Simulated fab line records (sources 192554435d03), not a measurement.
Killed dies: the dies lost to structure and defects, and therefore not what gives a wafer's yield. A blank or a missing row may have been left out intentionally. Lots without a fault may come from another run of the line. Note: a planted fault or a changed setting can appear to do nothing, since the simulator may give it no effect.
Chamber matching ; flow n5Finfet ; N5_FIN_SAQP_PECVD_48 on pecvd-04: 3 sister chambers
The step deposits SiNx from SiH4/NH3/N2, target thk 25 nm, time 22.1 s. 16 wafers are shown with their chamber, then 8 later ones without.

== WAFERS PAIRED WITH THEIR CHAMBERS ==
wafer;chamber;throttleValvePct (%);showerheadPlenumPTorr (Torr);heaterPowerW (W)
L075.1;2;37.5;5.08;852
L075.3;2;37.4;5.06;853
L075.6;0;40.1;5.21;855
L078.2;2;37.4;5.04;869
L078.3;1;40.6;5.21;747
L078.5;1;40.8;5.21;749
L079.1;1;40.7;5.21;822
L079.4;2;37.8;5.04;924
L079.6;0;39.9;5.18;864
L080.2;1;40.5;5.20;718
L080.3;1;40.6;5.20;723
L080.6;2;37.5;5.06;882
L085.4;0;40.1;5.18;892
L085.5;1;40.7;5.22;712
L085.6;2;37.4;5.06;773
L086.1;0;40.0;5.20;821

SIGNATURES (means of the wafers above)
reading;chamber 0;chamber 1;chamber 2;scatter within a chamber
throttleValvePct;40.025;40.650;37.500;0.125
showerheadPlenumPTorr;5.1925;5.2083;5.0567;0.0127
heaterPowerW;858.00;745.17;858.83;42.2
Rule: a wafer lies at a distance from a chamber equal to the root of the sum of squares, over the readings, of (its reading less the chamber's mean, divided by the reading's scatter). The wafer belongs to the nearest chamber; if the next one is less than 2 further off, it can't be placed. The scatter is the square root of a quotient: the sum, over the shown wafers, of each reading's squared deviation from its chamber's mean, divided by wafers minus chambers.

== WAFERS WITH NO CHAMBER GIVEN ==
wafer;throttleValvePct (%);showerheadPlenumPTorr (Torr);heaterPowerW (W)
L086.3;40.6;5.21;744
L086.4;37.7;5.05;838
L088.1;40.8;5.19;693
L088.2;40.1;5.18;846
L088.6;37.7;5.06;856
L092.1;40.5;5.21;788
L092.2;40.0;5.20;852
L092.6;38.0;5.04;851

== WHICH CHAMBER EACH ONE RAN IN ==
wafer;from the rows above;in truth
L086.3;1;1
L086.4;2;2
L088.1;1;1
L088.2;0;0
L088.6;2;2
L092.1;1;1
L092.2;0;0
L092.6;2;2
Placed correctly: 8 of 8. Not placeable from these rows: 0. 0 placed wrongly.
